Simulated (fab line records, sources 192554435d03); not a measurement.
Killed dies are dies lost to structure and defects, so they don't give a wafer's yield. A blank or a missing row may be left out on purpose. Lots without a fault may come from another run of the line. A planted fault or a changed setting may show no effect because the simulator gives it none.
One fault seen from 3 desks | flow n5_finfet | each desk has only its own numbers; what lay behind them comes last

THE METROLOGY DESK
What the gauges read, lot by lot, whatever tool the lot ran on: means of the sampled wafers that have a number. A lot is out of limits, marked OUT, if its mean lies more than 4 standard deviations from the usual mean; the brackets give that distance. Of its 18 readings 7 are shown: the one that was out of limits first, and those that lie furthest out on some lot.
Columns: A = CJ_N at N5_BEOL_M4_RC_MEAS_101, usual 4.32; B = CJ_P at N5_BEOL_M4_RC_MEAS_101, usual 5.82; C = IOFF_N_LONG at N5_BEOL_M4_RC_MEAS_101, usual 5.57e-05 nA/um; D = ION_N at N5_BEOL_M4_RC_MEAS_101, usual 676 uA/um; E = RS_NWELL at N5_BEOL_M4_RC_MEAS_101, usual 1034 ohm/sq; F = RS_PWELL at N5_BEOL_M4_RC_MEAS_101, usual 3010 ohm/sq; G = VT_N_LONG at N5_BEOL_M4_RC_MEAS_101, usual 274.9 mV
lot  | first seen here | A              | B               | C                   | D              | E               | F              | G
L463 | day 8 04:23     | 4.27           | 5.74            | 5.64e-05            | 680            | 1033            | 2985           | 274.8
L470 | day 9 22:11     | 3.23 (-14) OUT | 4.66 (-5.8) OUT | 7.80e-05 (+9.7) OUT | 613 (-5.7) OUT | 1003 (-4.7) OUT | 2556 (-21) OUT | 295.3 (+13) OUT
L468 | day 9 22:53     | 4.28           | 5.93            | 5.06e-05            | 667            | 1040            | 2992           | 275.9
L471 | day 10 15:37    | 3.23 (-14) OUT | 4.78 (-5.2) OUT | 7.37e-05 (+7.8) OUT | 616 (-5.4) OUT | 997 (-5.6) OUT  | 2547 (-21) OUT | 294.9 (+12) OUT
L476 | day 11 12:02    | 4.30           | 5.64            | 5.56e-05            | 670            | 1031            | 3018           | 274.3
L480 | day 12 05:52    | 4.41           | 5.54            | 5.84e-05            | 690            | 1031            | 3020           | 273.8
L481 | day 12 20:40    | 4.32           | 5.95            | 5.46e-05            | 683            | 1026            | 2997           | 276.4
L483 | day 13 04:31    | 4.37           | 5.61            | 5.72e-05            | 686            | 1025            | 3027           | 276.2
L486 | day 14 09:07    | 4.30           | 5.96            | 5.23e-05            | 676            | 1036            | 3002           | 275.6
This desk's finding: out of limits on L470, L471; first on L470, day 9 22:11 (CJ_N at N5_BEOL_M4_RC_MEAS_101). In limits: L463, L468, L476, L480, L481, L483, L486.

THE DEFECT DESK
What the inspections along the route counted, lot by lot: means of the sampled wafers that have a number. A lot is out of limits, marked OUT, if its mean lies more than 4 standard deviations from the usual mean; the brackets give that distance.
Columns: A = raw_defect_count at N5_ZERO_LAYER_INSPECT_20, usual 36; B = raw_defect_count at N5_PMOS_HMC_CHANNEL_EPI_INSPECT_11, usual 2.0
lot  | first seen here | A  | B
L463 | day 1 13:31     | 35 | 0.7
L468 | day 2 19:16     | 39 | 1.3
L470 | day 3 07:23     | 53 | 2.0
L471 | day 3 13:15     | 29 | 1.0
L476 | day 4 19:34     | 31 | 2.0
L480 | day 5 19:18     | 37 | 2.0
L481 | day 6 01:29     | 30 | 2.7
L483 | day 6 13:17     | 61 | 1.3
L486 | day 7 08:59     | 33 | 2.3
This desk's finding: nothing out of limits on any of the 9 lots.

THE TOOL OWNER'S DESK: rtp_anneal-01
The tool's own readings at N5_WELL_APT_RTA_34 (time 10 s): means of the sampled wafers that have a number, for each lot that ran on this tool. A lot is out of limits, marked OUT, if its mean lies more than 4 standard deviations from the usual mean; the brackets give that distance.
Columns: A = anneal_temp_c_max at N5_WELL_APT_RTA_34, usual 1005.2; B = lamp_power_pct at N5_WELL_APT_RTA_34, usual 13.01 %; C = lamp_zone_5_pct at N5_WELL_APT_RTA_34, usual 12.999 %; D = lamp_zone_7_pct at N5_WELL_APT_RTA_34, usual 13.42 %; E = wafer_temp_C_max at N5_WELL_APT_RTA_34, usual 1003.5
lot  | first seen here | A      | B     | C      | D     | E
L463 | day 1 16:20     | 1006.1 | 13.03 | 12.999 | 13.44 | 1003.9
L468 | day 2 21:49     | 1005.8 | 13.00 | 13.009 | 13.43 | 1004.3
L476 | day 4 22:22     | 1004.7 | 13.04 | 12.982 | 13.40 | 1003.0
L480 | day 5 21:49     | 1006.2 | 13.02 | 13.007 | 13.44 | 1004.0
L481 | day 6 03:59     | 1006.5 | 13.07 | 13.008 | 13.43 | 1004.5
L483 | day 6 16:41     | 1006.0 | 12.98 | 12.987 | 13.43 | 1004.3
This desk's finding: nothing out of limits on any of the 6 lots.

PUT TOGETHER
The metrology desk could have raised an alarm at day 9 22:11, on L470, L471.
The defect desk saw nothing out of limits.
The tool owner's desk saw nothing out of limits.
The defect desk has L470, L471 on record, within its limits.
The tool owner's desk has no number on record for L470, L471.
Of the lots named, all ran N5_WELL_APT_RTA_34 on rtp_anneal-01.

WHAT THE SIMULATOR HAD PUT IN
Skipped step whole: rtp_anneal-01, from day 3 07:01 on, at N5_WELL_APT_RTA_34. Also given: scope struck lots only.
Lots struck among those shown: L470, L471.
Hours from the fault's start to each desk's first reading out of limits: the metrology desk, 159.
